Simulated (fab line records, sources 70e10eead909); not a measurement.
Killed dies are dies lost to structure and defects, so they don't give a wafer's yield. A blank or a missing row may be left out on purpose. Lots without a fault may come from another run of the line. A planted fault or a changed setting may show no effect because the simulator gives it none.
Chamber matching | flow nand_harc | NHARC_P_GATE_DESCUM_13 on rie_diel-10: 4 sister chambers
The step chemistry O2, time 3 s. 4 wafers are shown with their chamber, then 7 later ones without.

WAFERS WITH THEIR CHAMBER
wafer  | chamber | drypump_motor_current_A (A)
L080.5 | 0       | 5.9
L088.6 | 1       | 5.8
L092.4 | 2       | 5.5
L092.5 | 3       | 5.7

WAFERS WITHOUT THEIR CHAMBER
wafer  | drypump_motor_current_A (A)
L092.6 | 5.5
L093.1 | 5.8
L093.3 | 5.7
L093.4 | 5.4
L095.4 | 5.4
L095.5 | 5.4
L095.6 | 5.7

WHICH CHAMBER EACH WENT THROUGH
wafer  | from the rows above          | in truth
L092.6 | 2                            | 2
L093.1 | can't be placed: 1 or 3 or 0 | 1
L093.3 | can't be placed: 3 or 1      | 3
L093.4 | 2                            | 2
L095.4 | 2                            | 2
L095.5 | 2                            | 2
L095.6 | can't be placed: 3 or 1      | 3
Placed correctly: 4 of 7. Can't be placed from these rows: 3 (the true chamber is among the candidates in 3). Placed wrongly: 0.
How it was worked out, from the rows above alone: a wafer's distance from a chamber is the root of the sum, over the readings, of the square of ((its reading less the chamber's mean) divided by the reading's scatter). The wafer belongs to the nearest chamber; if the next one is less than 2 further off, it can't be placed. A chamber's mean is the mean of its shown wafers. The scatter: with one shown wafer a chamber, the root of the mean of the squares of how far each hidden wafer lies from its nearest shown one.
